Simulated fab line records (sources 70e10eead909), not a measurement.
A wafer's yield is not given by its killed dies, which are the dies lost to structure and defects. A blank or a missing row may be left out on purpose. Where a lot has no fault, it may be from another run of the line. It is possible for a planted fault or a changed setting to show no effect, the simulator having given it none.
Matching of chambers -- flow nand-harc -- 3 sister chambers for NHARC_A_STAIRCASE_DEP_156 on pecvd-04
The step deposits SiNx, target thk 50 nm. 16 wafers are shown with their chamber, then 8 later ones without.

WAFERS WITH THEIR CHAMBER
wafer,chamber,heater-power-w (W),susceptor-temp-C (C)
L075.3,1,797,400.23
L075.4,1,816,400.33
L075.5,2,678,400.67
L078.2,0,767,399.91
L078.4,2,801,399.84
L078.6,0,775,399.58
L079.1,2,783,400.16
L079.2,1,857,399.89
L079.4,1,879,399.79
L086.1,0,781,400.26
L086.3,2,763,399.81
L086.6,0,793,400.42
L091.1,2,680,399.90
L091.3,1,870,399.68
L091.4,0,852,400.10
L092.2,2,758,400.42

SIGNATURES, as means of the wafers listed above
reading,chamber 0,chamber 1,chamber 2,scatter within a chamber
heater-power-w,793.60,843.80,743.83,42.5
susceptor-temp-C,400.0540,399.9840,400.1333,0.323
Rule: a wafer lies at a distance from a chamber equal to the root of the sum of squares, over the readings, of (its reading less the chamber's mean, divided by the reading's scatter). The wafer belongs to the nearest chamber; if the next one is less than 2 further off, it can't be placed. The scatter: take each reading less its chamber's mean, square it, sum over the shown wafers, divide by the number of wafers less the number of chambers, and take the root.

WAFERS WITHOUT THEIR CHAMBER
wafer,heater-power-w (W),susceptor-temp-C (C)
L092.3,789,399.70
L092.6,760,400.15
L095.2,858,400.14
L095.4,652,400.05
L095.6,888,400.26
L097.2,682,399.96
L097.3,722,400.74
L097.5,699,400.73

CHAMBER TAKEN BY EACH
wafer,from the rows above,in truth
L092.3,can't be placed: 0 or 1 or 2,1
L092.6,can't be placed: 2 or 0 or 1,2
L095.2,can't be placed: 1 or 0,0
L095.4,can't be placed: 2 or 0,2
L095.6,can't be placed: 1 or 0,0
L097.2,can't be placed: 2 or 0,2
L097.3,can't be placed: 2 or 0 or 1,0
L097.5,can't be placed: 2 or 0 or 1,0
Correctly placed: 0 of 8. These rows do not allow placing 8 (true chamber among the candidates in 8). Number placed wrongly: 0.
